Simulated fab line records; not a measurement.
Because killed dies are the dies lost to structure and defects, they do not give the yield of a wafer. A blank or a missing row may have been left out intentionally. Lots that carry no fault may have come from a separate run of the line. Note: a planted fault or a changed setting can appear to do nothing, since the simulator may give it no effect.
Chamber matching + flow nand harc + cmp-03 running NHARC_A_STAIRCASE_CMP_152: 4 sister chambers
The step polishes. 4 wafers are shown with their chamber, then 8 later ones without.

== WAFERS WITH THEIR CHAMBER ==
| wafer  | chamber | motor current A (A) |
|--------|---------|---------------------|
| L080.5 | 3       | 10.5                |
| L081.5 | 0       | 10.8                |
| L081.6 | 1       | 14.5                |
| L083.2 | 2       | 11.9                |

== WAFERS WHOSE CHAMBER IS MISSING ==
| wafer  | motor current A (A) |
|--------|---------------------|
| L083.3 | 11.0                |
| L083.4 | 10.5                |
| L088.2 | 10.9                |
| L088.4 | 12.1                |
| L088.6 | 12.2                |
| L092.4 | 11.6                |
| L092.5 | 10.5                |
| L092.6 | 10.6                |

== EACH ONE'S CHAMBER ==
| wafer  | from the rows above     | in truth                   |
|--------|-------------------------|----------------------------|
| L083.3 | can't be placed: 0 or 3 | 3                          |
| L083.4 | can't be placed: 3 or 0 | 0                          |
| L088.2 | can't be placed: 0 or 3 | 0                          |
| L088.4 | 2                       | 2                          |
| L088.6 | 2                       | 2                          |
| L092.4 | 2                       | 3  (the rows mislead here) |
| L092.5 | can't be placed: 3 or 0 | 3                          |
| L092.6 | can't be placed: 3 or 0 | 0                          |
Correctly placed: 2 of 8. Not placeable from these rows: 5 (in 5, the candidates include the true chamber). 1 placed wrongly.
How it was worked out, from the rows above alone: a wafer's distance from a chamber is the root of the sum, over the readings, of the square of ((its reading less the chamber's mean) divided by the reading's scatter). If the next closest chamber is less than 2 further off than the closest, the wafer can't be placed; otherwise it belongs to the closest. A chamber's mean is the mean of its shown wafers. The scatter: root of mean squared gap, hidden wafer to nearest shown wafer, with one shown wafer a chamber.
